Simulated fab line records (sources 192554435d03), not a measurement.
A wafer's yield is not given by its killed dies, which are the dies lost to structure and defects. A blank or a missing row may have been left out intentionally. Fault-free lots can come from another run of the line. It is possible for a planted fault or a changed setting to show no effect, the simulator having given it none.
Matching of chambers + flow n5_finfet + rie_si-01 running N5_DUMMY_GATE_TRIM_49: 4 sister chambers
The step chemistry O2, time 29 s, target cd 14 nm. 18 wafers are shown with their chamber, then 9 later ones without.

## WAFERS, EACH WITH ITS CHAMBER
| wafer  | chamber | drypump_motor_current_A (A) | throttle_valve_pct (%) | oes_product_au (a.u.) |
|--------|---------|-----------------------------|------------------------|-----------------------|
| L077.1 | 3       | 5.0                         | 8.11                   | 0.994                 |
| L077.4 | 0       | 6.4                         | 7.92                   | 0.974                 |
| L077.5 | 0       | 6.4                         | 7.92                   | 0.962                 |
| L078.1 | 3       | 5.0                         | 8.11                   | 1.001                 |
| L078.3 | 2       | 5.4                         | 8.12                   | 0.991                 |
| L078.5 | 1       | 5.3                         | 8.18                   | 1.028                 |
| L082.1 | 3       | 5.0                         | 8.10                   | 0.997                 |
| L082.4 | 0       | 6.3                         | 7.90                   | 0.966                 |
| L082.5 | 3       | 5.0                         | 8.11                   | 1.002                 |
| L085.1 | 2       | 5.4                         | 8.08                   | 1.007                 |
| L085.3 | 0       | 6.3                         | 7.92                   | 0.965                 |
| L085.6 | 1       | 5.3                         | 8.19                   | 1.022                 |
| L088.3 | 3       | 5.0                         | 8.13                   | 0.994                 |
| L088.4 | 2       | 5.4                         | 8.09                   | 1.006                 |
| L088.5 | 1       | 5.3                         | 8.19                   | 1.018                 |
| L090.2 | 2       | 5.4                         | 8.10                   | 0.995                 |
| L090.5 | 0       | 6.4                         | 7.94                   | 0.956                 |
| L090.6 | 1       | 5.3                         | 8.22                   | 1.016                 |

SIGNATURES (means of the wafers above)
| reading                 | chamber 0 | chamber 1 | chamber 2 | chamber 3 | scatter within a chamber |
|-------------------------|-----------|-----------|-----------|-----------|--------------------------|
| drypump_motor_current_A | 6.360     | 5.300     | 5.400     | 5.000     | 0.0293                   |
| throttle_valve_pct      | 7.9200    | 8.1950    | 8.0975    | 8.1120    | 0.0148                   |
| oes_product_au          | 0.96460   | 1.02100   | 0.99975   | 0.99760   | 0.00599                  |
Rule: for each reading, subtract the chamber's mean from the wafer's reading, divide by that reading's scatter and square the result; add these up over the readings and take the root, which gives the wafer's distance from the chamber. If the next closest chamber is less than 2 further off than the closest, the wafer can't be placed; otherwise it belongs to the closest. The scatter: take each reading less its chamber's mean, square it, sum over the shown wafers, divide by the number of wafers less the number of chambers, and take the root.

## WAFERS WHOSE CHAMBER IS MISSING
| wafer  | drypump_motor_current_A (A) | throttle_valve_pct (%) | oes_product_au (a.u.) |
|--------|-----------------------------|------------------------|-----------------------|
| L093.3 | 5.3                         | 8.20                   | 1.017                 |
| L093.4 | 6.4                         | 7.91                   | 0.965                 |
| L093.6 | 5.4                         | 8.09                   | 0.997                 |
| L094.3 | 5.3                         | 8.20                   | 1.024                 |
| L094.4 | 5.4                         | 8.12                   | 1.002                 |
| L094.5 | 5.4                         | 8.11                   | 1.001                 |
| L096.2 | 5.3                         | 8.19                   | 1.019                 |
| L096.3 | 6.3                         | 7.90                   | 0.966                 |
| L096.4 | 5.4                         | 8.08                   | 1.006                 |

## WHICH CHAMBER EACH ONE RAN IN
| wafer  | from the rows above | in truth |
|--------|---------------------|----------|
| L093.3 | 1                   | 1        |
| L093.4 | 0                   | 0        |
| L093.6 | 2                   | 2        |
| L094.3 | 1                   | 1        |
| L094.4 | 2                   | 2        |
| L094.5 | 2                   | 2        |
| L096.2 | 1                   | 1        |
| L096.3 | 0                   | 0        |
| L096.4 | 2                   | 2        |
Correctly placed: 9 of 9. Not placeable from these rows: 0. Wrongly placed: 0.
